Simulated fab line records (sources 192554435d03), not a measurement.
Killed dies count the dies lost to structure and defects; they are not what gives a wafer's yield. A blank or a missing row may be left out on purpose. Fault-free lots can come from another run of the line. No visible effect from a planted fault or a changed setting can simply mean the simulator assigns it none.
Chamber matching ; flow n5-finfet ; N5_BEOL_M5_ETCH_68 on rie-diel-05 has 4 sister chambers
The step etches SOC in N2/H2, target depth 80 nm, overetch 16 nm, time 120 s. 18 wafers are shown with their chamber, then 9 later ones without.

EACH WAFER AND ITS CHAMBER
wafer;chamber;drypump-motor-current-A (A);showerhead-plenum-p-Torr (Torr);throttle-valve-pct (%)
L076.1;3;6.1;2.44;17.55
L076.4;2;5.3;2.65;17.76
L076.6;0;6.1;2.57;17.88
L075.1;0;6.1;2.57;17.90
L075.3;2;5.3;2.65;17.75
L075.5;0;6.1;2.57;17.89
L079.1;1;6.3;2.62;17.86
L079.2;0;6.1;2.56;17.90
L079.5;0;6.1;2.57;17.88
L082.1;1;6.3;2.62;17.86
L082.3;3;6.2;2.43;17.56
L082.6;2;5.3;2.65;17.78
L088.1;0;6.1;2.56;17.94
L088.2;3;6.1;2.43;17.59
L088.4;1;6.3;2.61;17.88
L090.2;1;6.3;2.61;17.88
L090.3;0;6.1;2.55;17.93
L090.4;1;6.3;2.61;17.88

SIGNATURES (averages over the wafers above)
reading;chamber 0;chamber 1;chamber 2;chamber 3;scatter within a chamber
drypump-motor-current-A;6.100;6.300;5.300;6.133;0.0218
showerhead-plenum-p-Torr;2.5643;2.6140;2.6500;2.4333;0.00631
throttle-valve-pct;17.9029;17.8720;17.7633;17.5667;0.0192
Rule: for a wafer and a chamber, the distance is found by dividing, reading by reading, the gap between the wafer's reading and the chamber's mean by the reading's scatter, squaring, summing and taking the root. The wafer belongs to the nearest chamber; if the next one is less than 2 further off, it can't be placed. The scatter: the root of (the sum of the squares of (reading less its chamber's mean) over the shown wafers, divided by (wafers less chambers)).

WAFERS WITHOUT THEIR CHAMBER
wafer;drypump-motor-current-A (A);showerhead-plenum-p-Torr (Torr);throttle-valve-pct (%)
L092.1;6.1;2.55;17.94
L092.2;5.3;2.64;17.80
L092.5;5.4;2.64;17.81
L095.1;6.1;2.55;17.97
L095.4;5.4;2.63;17.83
L095.5;5.3;2.63;17.83
L096.1;5.3;2.63;17.84
L096.2;6.1;2.42;17.63
L096.6;5.3;2.63;17.82

EACH ONE'S CHAMBER
wafer;from the rows above;in truth
L092.1;0;0
L092.2;2;2
L092.5;2;2
L095.1;0;0
L095.4;2;2
L095.5;2;2
L096.1;2;2
L096.2;3;3
L096.6;2;2
Correctly placed: 9 of 9. Left unplaced by these rows: 0. 0 placed wrongly.
